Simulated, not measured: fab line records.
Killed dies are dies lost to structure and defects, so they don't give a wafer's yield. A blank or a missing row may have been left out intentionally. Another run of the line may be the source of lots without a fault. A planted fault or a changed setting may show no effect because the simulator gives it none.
Chamber matching :: flow nand harc :: pecvd-03 running NHARC_P_M2_DEP_33: 3 sister chambers
The step deposits SiCN, target thk 30 nm. 6 wafers are shown with their chamber, then 7 later ones without.

## WAFERS WITH THEIR CHAMBER
wafer: L876.1
chamber: 1
heater power w (W): 649

wafer: L878.1
chamber: 0
heater power w (W): 509

wafer: L878.2
chamber: 2
heater power w (W): 664

wafer: L878.3
chamber: 1
heater power w (W): 664

wafer: L879.1
chamber: 2
heater power w (W): 662

wafer: L879.2
chamber: 0
heater power w (W): 545

## WAFERS WITH NO CHAMBER GIVEN
wafer: L879.6
heater power w (W): 652

wafer: L882.3
heater power w (W): 673

wafer: L882.4
heater power w (W): 599

wafer: L882.5
heater power w (W): 684

wafer: L883.1
heater power w (W): 527

wafer: L883.2
heater power w (W): 580

wafer: L883.6
heater power w (W): 530

## WHICH CHAMBER EACH WENT THROUGH
wafer: L879.6
from the rows above: can't be placed: 1 or 2
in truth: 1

wafer: L882.3
from the rows above: can't be placed: 2 or 1
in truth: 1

wafer: L882.4
from the rows above: can't be placed: 1 or 2 or 0
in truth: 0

wafer: L882.5
from the rows above: can't be placed: 2 or 1
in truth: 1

wafer: L883.1
from the rows above: 0
in truth: 0

wafer: L883.2
from the rows above: can't be placed: 0 or 1 or 2
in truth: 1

wafer: L883.6
from the rows above: 0
in truth: 0
Correctly placed: 2 of 7. Can't be placed from these rows: 5 (the true chamber is among the candidates in 5). Placed wrongly: 0.
How it was worked out, from the rows above alone: a wafer's distance from a chamber is the root of the sum, over the readings, of the square of ((its reading less the chamber's mean) divided by the reading's scatter). If the next closest chamber is less than 2 further off than the closest, the wafer can't be placed; otherwise it belongs to the closest. The mean given for a chamber averages the wafers shown for that chamber. The scatter: take each reading less its chamber's mean, square it, sum over the shown wafers, divide by the number of wafers less the number of chambers, and take the root.
